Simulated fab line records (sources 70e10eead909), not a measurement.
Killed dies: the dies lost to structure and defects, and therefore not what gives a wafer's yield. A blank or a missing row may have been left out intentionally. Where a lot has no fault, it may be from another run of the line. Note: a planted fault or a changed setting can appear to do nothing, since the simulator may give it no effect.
Chamber matching    flow nand harc    NHARC_P_STI_DESCUM_14 on rie diel-06: 4 sister chambers
The step chemistry O2, time 3 s. 16 wafers are shown with their chamber, then 8 later ones without.

== WAFERS PAIRED WITH THEIR CHAMBERS ==
wafer   chamber  drypump motor current A (A)  oes product au (a.u.)  throttle valve pct (%)
L963.3  0        5.2                          1.016                  11.299
L963.5  0        5.2                          1.004                  11.323
L963.6  3        5.5                          1.009                  11.322
L966.2  1        5.4                          0.988                  11.306
L966.3  2        5.6                          1.011                  11.309
L966.5  1        5.4                          0.993                  11.292
L967.1  1        5.5                          1.001                  11.326
L967.5  0        5.2                          1.018                  11.307
L967.6  3        5.5                          1.007                  11.316
L968.1  0        5.1                          1.012                  11.314
L968.5  2        5.6                          1.018                  11.323
L968.6  1        5.4                          1.000                  11.301
L974.2  3        5.5                          1.001                  11.322
L974.3  0        5.2                          0.993                  11.311
L974.6  0        5.2                          0.993                  11.301
L978.2  1        5.4                          1.008                  11.314

SIGNATURES, as means of the wafers listed above
reading                  chamber 0  chamber 1  chamber 2  chamber 3  scatter within a chamber
drypump motor current A  5.183      5.420      5.600      5.500      0.0369
oes product au           1.00600    0.99800    1.01450    1.00567    0.00875
throttle valve pct       11.30917   11.30780   11.31600   11.32000   0.00993
Rule: for a wafer and a chamber, the distance is found by dividing, reading by reading, the gap between the wafer's reading and the chamber's mean by the reading's scatter, squaring, summing and taking the root. If the next closest chamber is less than 2 further off than the closest, the wafer can't be placed; otherwise it belongs to the closest. The scatter: take each reading less its chamber's mean, square it, sum over the shown wafers, divide by the number of wafers less the number of chambers, and take the root.

== WAFERS MISSING THEIR CHAMBER ==
wafer   drypump motor current A (A)  oes product au (a.u.)  throttle valve pct (%)
L978.5  5.2                          0.994                  11.293
L978.6  5.5                          0.998                  11.302
L981.1  5.6                          0.998                  11.295
L981.2  5.1                          1.001                  11.327
L981.4  5.4                          1.017                  11.299
L983.1  5.4                          1.007                  11.306
L983.4  5.5                          0.997                  11.306
L983.5  5.5                          1.002                  11.311

== WHICH CHAMBER EACH WENT THROUGH ==
wafer   from the rows above           in truth
L978.5  0                             0
L978.6  can't be placed: 3 or 1 or 2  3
L981.1  can't be placed: 2 or 3       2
L981.2  0                             0
L981.4  can't be placed: 1 or 3       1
L983.1  can't be placed: 1 or 3       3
L983.4  can't be placed: 3 or 1 or 2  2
L983.5  can't be placed: 3 or 1       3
Correctly placed: 2 of 8. Not placeable from these rows: 6 (in 6, the candidates include the true chamber). Placed wrongly: 0.
